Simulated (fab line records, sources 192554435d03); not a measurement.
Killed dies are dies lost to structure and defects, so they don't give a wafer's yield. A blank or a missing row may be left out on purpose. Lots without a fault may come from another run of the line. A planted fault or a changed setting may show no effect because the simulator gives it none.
Chamber matching | flow n5_finfet | N5_BEOL_M9_ALD_74 on ald_metal-02: 4 sister chambers
The step deposits TaN, target thk 2 nm, pulse time 2 s, purge time 3 s. 4 wafers are shown with their chamber, then 12 later ones without.

WAFERS WITH THEIR CHAMBER
wafer  | chamber | heater_power_w (W)
L088.4 | 0       | 515
L090.3 | 3       | 389
L093.5 | 2       | 371
L093.6 | 1       | 418

WAFERS WITHOUT THEIR CHAMBER
wafer  | heater_power_w (W)
L094.1 | 413
L094.2 | 365
L094.3 | 418
L094.4 | 543
L094.5 | 422
L094.6 | 519
L096.1 | 408
L096.3 | 397
L096.5 | 408
L097.1 | 521
L097.2 | 398
L097.3 | 398

WHICH CHAMBER EACH WENT THROUGH
wafer  | from the rows above          | in truth
L094.1 | can't be placed: 1 or 3      | 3
L094.2 | can't be placed: 2 or 3      | 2
L094.3 | 1                            | 1
L094.4 | 0                            | 0
L094.5 | 1                            | 1
L094.6 | 0                            | 0
L096.1 | can't be placed: 1 or 3      | 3
L096.3 | can't be placed: 3 or 1 or 2 | 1
L096.5 | can't be placed: 1 or 3      | 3
L097.1 | 0                            | 0
L097.2 | can't be placed: 3 or 1 or 2 | 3
L097.3 | can't be placed: 3 or 1 or 2 | 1
Placed correctly: 5 of 12. Can't be placed from these rows: 7 (the true chamber is among the candidates in 7). Placed wrongly: 0.
How it was worked out, from the rows above alone: a wafer's distance from a chamber is the root of the sum, over the readings, of the square of ((its reading less the chamber's mean) divided by the reading's scatter). The wafer belongs to the nearest chamber; if the next one is less than 2 further off, it can't be placed. A chamber's mean is the mean of its shown wafers. The scatter: with one shown wafer a chamber, the root of the mean of the squares of how far each hidden wafer lies from its nearest shown one.
